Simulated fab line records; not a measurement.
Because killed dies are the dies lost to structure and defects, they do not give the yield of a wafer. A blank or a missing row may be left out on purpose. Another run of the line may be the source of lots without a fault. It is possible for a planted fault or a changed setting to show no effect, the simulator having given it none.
3 desks, one fault    flow nandHarc    only its own numbers are on each desk; what lay behind them is given at the end

## AT THE TOOL OWNER'S DESK: arfiScanner-02
The tool's own readings at NHARC_A_BLC_EXPOSE_07 (exposes mask A BLC, target cd 100 nm): means of the sampled wafers that have a number, for each lot that ran on this tool. A lot is out of limits, marked OUT, if its mean lies more than 4 standard deviations from the usual mean; the brackets give that distance.
Columns: A = exposureDoseMJCm2 at NHARC_A_BLC_EXPOSE_07, usual 67.96; B = focusOffsetNm at NHARC_A_BLC_EXPOSE_07, usual -0.1 nm
lot   first seen here  A                B
L832  day 17 12:01     68.00            -0.4
L836  day 17 14:20     67.93            0.0
L838  day 19 15:38     65.71 (-31) OUT  -0.6
L842  day 19 19:46     66.25 (-24) OUT  -0.6
L843  day 19 20:46     66.54 (-20) OUT  -0.7
This desk finds L838, L842, L843 out of limits, L838 being first, at day 19 15:38 (exposureDoseMJCm2 at NHARC_A_BLC_EXPOSE_07). L832, L836: within limits.

## THE DEFECT DESK
Per lot, the means of the sampled wafers with a number show what the inspections along the route counted. A lot is out of limits, marked OUT, if its mean lies more than 4 standard deviations from the usual mean; the brackets give that distance.
Columns: A = rawDefectCount at NHARC_A_CONTACT_INSPECT_23, usual 398; B = rawDefectCount at NHARC_A_BLC_INSPECT_12, usual 33
lot   first seen here  A    B
L832  day 17 11:39     300  19
L836  day 17 14:06     452  12
L838  day 19 15:16     396  29
L842  day 19 19:31     389  30
L843  day 19 20:31     338  47
L853  day 23 06:05     335  39
L854  day 23 08:16     370  19
Finding of this desk: none of the 7 lots has anything out of limits.

## THE METROLOGY DESK
What the gauges read, lot by lot, whatever tool the lot ran on: means of the sampled wafers that have a number. A lot is out of limits, marked OUT, if its mean lies more than 4 standard deviations from the usual mean; the brackets give that distance.
Columns: A = cdNm at NHARC_A_BLC_CD_MEAS_10, usual 100.0 nm; B = overlayXNm at NHARC_A_BLC_OVL_MEAS_11, usual -0.2 nm; C = overlayYNm at NHARC_A_BLC_OVL_MEAS_11, usual 0.2 nm
lot   first seen here  A      B     C
L832  day 17 12:10     99.1   -1.3  1.2
L836  day 17 14:29     100.2  0.1   0.8
L838  day 19 15:47     98.6   -0.2  0.2
L842  day 19 19:55     97.4   0.8   1.3
L843  day 19 20:54     98.4   -1.1  0.9
L853  day 23 06:35     99.7   0.5   -0.4
L854  day 23 08:39     99.1   1.3   0.9
Finding of this desk: none of the 7 lots has anything out of limits.

## BROUGHT TOGETHER
At day 19 15:38, on L838, L842, L843, the tool owner's desk was in a position to raise an alarm.
Nothing the defect desk looked at was out of limits.
Nothing out of limits was seen by the metrology desk.
The defect desk has L838, L842, L843 on record, within its limits.
The metrology desk has L838, L842, L843 on record, within its limits.
Every lot named ran NHARC_A_BLC_EXPOSE_07 on arfiScanner-02.

## WHAT WAS PUT IN BY THE SIMULATOR
Process parameters drifting: arfiScanner-02 at NHARC_A_BLC_EXPOSE_07, beginning at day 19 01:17. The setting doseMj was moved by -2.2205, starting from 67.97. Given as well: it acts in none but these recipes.
Struck lots among those shown: L838, L842, L843.
Time in hours from fault onset to the first out-of-limits reading at each desk: the tool owner's desk, 14.
